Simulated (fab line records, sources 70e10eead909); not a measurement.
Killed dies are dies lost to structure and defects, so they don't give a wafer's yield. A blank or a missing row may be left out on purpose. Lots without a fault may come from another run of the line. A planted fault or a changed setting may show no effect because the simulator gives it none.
Chamber matching | flow nand_harc | NHARC_A_BLC_CMP_25 on cmp-02: 4 sister chambers
The step polishes, t overpolish 30 s, target thk 150 nm. 8 wafers are shown with their chamber, then 8 later ones without.

WAFERS WITH THEIR CHAMBER
wafer  | chamber | motor_current_A (A) | time_to_endpoint_s (s)
L078.1 | 2       | 12.3                | 36
L082.1 | 0       | 11.1                | 34
L082.2 | 3       | 11.2                | 29
L082.3 | 2       | 12.4                | 35
L082.4 | 1       | 10.7                | 37
L082.5 | 0       | 11.0                | 34
L082.6 | 1       | 10.6                | 35
L085.2 | 3       | 11.7                | 27

WAFERS WITHOUT THEIR CHAMBER
wafer  | motor_current_A (A) | time_to_endpoint_s (s)
L085.3 | 12.0                | 30
L085.6 | 12.9                | 33
L087.1 | 12.6                | 29
L087.3 | 10.9                | 25
L087.4 | 10.8                | 31
L091.1 | 10.6                | 34
L091.2 | 12.8                | 32
L091.6 | 11.3                | 32

WHICH CHAMBER EACH WENT THROUGH
wafer  | from the rows above          | in truth
L085.3 | 3                            | 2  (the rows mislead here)
L085.6 | 2                            | 2
L087.1 | can't be placed: 3 or 2      | 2
L087.3 | 3                            | 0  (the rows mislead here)
L087.4 | can't be placed: 0 or 3 or 1 | 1
L091.1 | can't be placed: 1 or 0      | 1
L091.2 | 2                            | 2
L091.6 | can't be placed: 0 or 3      | 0
Placed correctly: 2 of 8. Can't be placed from these rows: 4 (the true chamber is among the candidates in 4). Placed wrongly: 2.
How it was worked out, from the rows above alone: a wafer's distance from a chamber is the root of the sum, over the readings, of the square of ((its reading less the chamber's mean) divided by the reading's scatter). The wafer belongs to the nearest chamber; if the next one is less than 2 further off, it can't be placed. A chamber's mean is the mean of its shown wafers. The scatter: the root of (the sum of the squares of (reading less its chamber's mean) over the shown wafers, divided by (wafers less chambers)).
